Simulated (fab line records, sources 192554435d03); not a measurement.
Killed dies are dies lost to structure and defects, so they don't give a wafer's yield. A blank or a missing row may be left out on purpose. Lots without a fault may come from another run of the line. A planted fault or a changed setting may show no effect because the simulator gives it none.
Chamber matching | flow n5_finfet | N5_GATE_CUT_HM_DEP_46 on pecvd-01: 3 sister chambers
The step deposits SiO2 from TEOS/O2, target thk 130 nm, time 26.6 s. 3 wafers are shown with their chamber, then 7 later ones without.

WAFERS WITH THEIR CHAMBER
wafer  | chamber | throttle_valve_pct (%)
L083.6 | 2       | 18.2
L085.1 | 1       | 18.4
L085.4 | 0       | 17.8

WAFERS WITHOUT THEIR CHAMBER
wafer  | throttle_valve_pct (%)
L085.5 | 18.3
L092.2 | 17.8
L092.4 | 18.7
L092.6 | 18.3
L096.2 | 18.4
L096.4 | 18.2
L096.6 | 17.7

WHICH CHAMBER EACH WENT THROUGH
wafer  | from the rows above     | in truth
L085.5 | can't be placed: 1 or 2 | 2
L092.2 | 0                       | 0
L092.4 | can't be placed: 1 or 2 | 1
L092.6 | can't be placed: 1 or 2 | 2
L096.2 | can't be placed: 1 or 2 | 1
L096.4 | can't be placed: 2 or 1 | 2
L096.6 | 0                       | 0
Placed correctly: 2 of 7. Can't be placed from these rows: 5 (the true chamber is among the candidates in 5). Placed wrongly: 0.
How it was worked out, from the rows above alone: a wafer's distance from a chamber is the root of the sum, over the readings, of the square of ((its reading less the chamber's mean) divided by the reading's scatter). The wafer belongs to the nearest chamber; if the next one is less than 2 further off, it can't be placed. A chamber's mean is the mean of its shown wafers. The scatter: with one shown wafer a chamber, the root of the mean of the squares of how far each hidden wafer lies from its nearest shown one.
